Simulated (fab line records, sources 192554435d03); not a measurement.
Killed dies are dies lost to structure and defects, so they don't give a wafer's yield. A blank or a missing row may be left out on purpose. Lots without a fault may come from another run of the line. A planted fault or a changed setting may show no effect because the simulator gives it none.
Chamber matching | flow n5_finfet | N5_GATE_CUT_CMP_02 on cmp-01: 4 sister chambers
The step polishes, stops on SiO2, t overpolish 12.7 s, target thk 0 nm. 8 wafers are shown with their chamber, then 10 later ones without.

WAFERS WITH THEIR CHAMBER
wafer  | chamber | motor_current_A (A) | time_to_endpoint_s (s)
L079.6 | 1       | 8.6                 | 26.2
L085.4 | 3       | 9.7                 | 24.9
L085.6 | 2       | 8.7                 | 22.1
L089.3 | 0       | 7.9                 | 23.6
L089.4 | 2       | 8.8                 | 22.2
L089.5 | 1       | 8.6                 | 27.4
L090.2 | 0       | 7.6                 | 24.0
L090.3 | 3       | 10.0                | 27.8

WAFERS WITHOUT THEIR CHAMBER
wafer  | motor_current_A (A) | time_to_endpoint_s (s)
L090.4 | 8.2                 | 27.0
L091.1 | 9.4                 | 29.2
L091.3 | 9.0                 | 29.4
L091.4 | 8.2                 | 29.7
L096.1 | 7.4                 | 25.5
L096.2 | 8.4                 | 27.1
L096.4 | 8.5                 | 23.1
L097.4 | 8.3                 | 30.4
L097.5 | 9.3                 | 29.6
L097.6 | 8.4                 | 25.8

WHICH CHAMBER EACH WENT THROUGH
wafer  | from the rows above     | in truth
L090.4 | can't be placed: 1 or 0 | 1
L091.1 | can't be placed: 3 or 1 | 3
L091.3 | 1                       | 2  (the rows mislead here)
L091.4 | 1                       | 1
L096.1 | 0                       | 0
L096.2 | 1                       | 1
L096.4 | can't be placed: 2 or 1 | 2
L097.4 | 1                       | 1
L097.5 | can't be placed: 3 or 1 | 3
L097.6 | 1                       | 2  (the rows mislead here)
Placed correctly: 4 of 10. Can't be placed from these rows: 4 (the true chamber is among the candidates in 4). Placed wrongly: 2.
How it was worked out, from the rows above alone: a wafer's distance from a chamber is the root of the sum, over the readings, of the square of ((its reading less the chamber's mean) divided by the reading's scatter). The wafer belongs to the nearest chamber; if the next one is less than 2 further off, it can't be placed. A chamber's mean is the mean of its shown wafers. The scatter: the root of (the sum of the squares of (reading less its chamber's mean) over the shown wafers, divided by (wafers less chambers)).
